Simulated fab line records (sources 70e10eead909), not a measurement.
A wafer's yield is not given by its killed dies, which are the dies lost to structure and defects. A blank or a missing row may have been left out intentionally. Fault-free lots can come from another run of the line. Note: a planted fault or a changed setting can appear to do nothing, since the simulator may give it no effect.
Chamber matching | flow nand harc | NHARC_P_GATE_ETCH_32 on rie si-04 has 4 sister chambers
The step etches the open film in HBr/Cl2, target depth 150 nm, time 100.1 s. 4 wafers are shown with their chamber, then 8 later ones without.

WAFERS WITH THEIR CHAMBER
wafer  | chamber | drypump motor current A (A)
L088.5 | 0       | 4.6
L087.2 | 2       | 4.7
L087.4 | 3       | 5.6
L089.1 | 1       | 6.0

WAFERS WHOSE CHAMBER IS MISSING
wafer  | drypump motor current A (A)
L089.2 | 4.6
L089.5 | 4.7
L092.1 | 4.7
L092.3 | 6.0
L092.4 | 5.6
L094.1 | 4.6
L094.2 | 5.6
L094.6 | 5.9

THE CHAMBER EACH PASSED THROUGH
wafer  | from the rows above | in truth
L089.2 | 0                   | 0
L089.5 | 2                   | 2
L092.1 | 2                   | 2
L092.3 | 1                   | 1
L092.4 | 3                   | 3
L094.1 | 0                   | 0
L094.2 | 3                   | 3
L094.6 | 1                   | 1
Placed correctly: 8 of 8. Not placeable from these rows: 0. Wrongly placed: 0.
How it was worked out, from the rows above alone: a wafer's distance from a chamber is the root of the sum, over the readings, of the square of ((its reading less the chamber's mean) divided by the reading's scatter). If the next closest chamber is less than 2 further off than the closest, the wafer can't be placed; otherwise it belongs to the closest. For every chamber, the mean is computed from those of its wafers that are shown. The scatter: with one shown wafer a chamber, the root of the mean of the squares of how far each hidden wafer lies from its nearest shown one.
